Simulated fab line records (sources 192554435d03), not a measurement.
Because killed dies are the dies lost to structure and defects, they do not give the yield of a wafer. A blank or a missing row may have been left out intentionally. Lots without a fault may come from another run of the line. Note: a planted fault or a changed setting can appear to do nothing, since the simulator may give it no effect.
Matching of chambers | flow n5Finfet | rieDiel-01 running N5_BEOL_M5_ETCH_61: 4 sister chambers
The step etches SiARC in CF4, target depth 15.6 nm, time 26 s. 14 wafers are shown with their chamber, then 7 later ones without.

== EACH WAFER AND ITS CHAMBER ==
wafer  | chamber | showerheadPlenumPTorr (Torr) | drypumpMotorCurrentA (A) | throttleValvePct (%)
L075.3 | 1       | 2.05                         | 5.9                      | 15.82
L075.4 | 0       | 2.19                         | 5.8                      | 15.41
L075.6 | 0       | 2.19                         | 5.8                      | 15.39
L087.2 | 1       | 2.05                         | 5.9                      | 15.86
L087.3 | 2       | 2.22                         | 6.4                      | 15.71
L087.6 | 2       | 2.22                         | 6.3                      | 15.70
L090.3 | 2       | 2.21                         | 6.4                      | 15.72
L090.4 | 1       | 2.04                         | 5.9                      | 15.87
L090.6 | 2       | 2.22                         | 6.3                      | 15.72
L091.2 | 3       | 2.05                         | 5.7                      | 15.84
L091.4 | 0       | 2.18                         | 5.8                      | 15.44
L091.5 | 3       | 2.05                         | 5.7                      | 15.84
L094.2 | 2       | 2.21                         | 6.3                      | 15.72
L094.3 | 0       | 2.18                         | 5.8                      | 15.46

SIGNATURES, as means of the wafers listed above
reading               | chamber 0 | chamber 1 | chamber 2 | chamber 3 | scatter within a chamber
showerheadPlenumPTorr | 2.1850    | 2.0467    | 2.2160    | 2.0500    | 0.00535
drypumpMotorCurrentA  | 5.800     | 5.900     | 6.340     | 5.700     | 0.0346
throttleValvePct      | 15.4250   | 15.8500   | 15.7140   | 15.8400   | 0.0215
Rule: for each reading, subtract the chamber's mean from the wafer's reading, divide by that reading's scatter and square the result; add these up over the readings and take the root, which gives the wafer's distance from the chamber. If the next closest chamber is less than 2 further off than the closest, the wafer can't be placed; otherwise it belongs to the closest. How the scatter is found: for the shown wafers, subtract from each reading the mean of its chamber, square and add these, divide the total by (wafers less chambers), then take the root.

== WAFERS WITH NO CHAMBER GIVEN ==
wafer  | showerheadPlenumPTorr (Torr) | drypumpMotorCurrentA (A) | throttleValvePct (%)
L094.6 | 2.04                         | 5.9                      | 15.88
L096.1 | 2.04                         | 5.9                      | 15.88
L096.2 | 2.05                         | 5.7                      | 15.88
L096.5 | 2.05                         | 5.7                      | 15.86
L097.1 | 2.05                         | 5.7                      | 15.87
L097.2 | 2.18                         | 5.8                      | 15.48
L097.4 | 2.21                         | 6.3                      | 15.76

== THE CHAMBER EACH PASSED THROUGH ==
wafer  | from the rows above | in truth
L094.6 | 1                   | 1
L096.1 | 1                   | 1
L096.2 | 3                   | 3
L096.5 | 3                   | 3
L097.1 | 3                   | 3
L097.2 | 0                   | 0
L097.4 | 2                   | 2
Correctly placed: 7 of 7. Not placeable from these rows: 0. Number placed wrongly: 0.
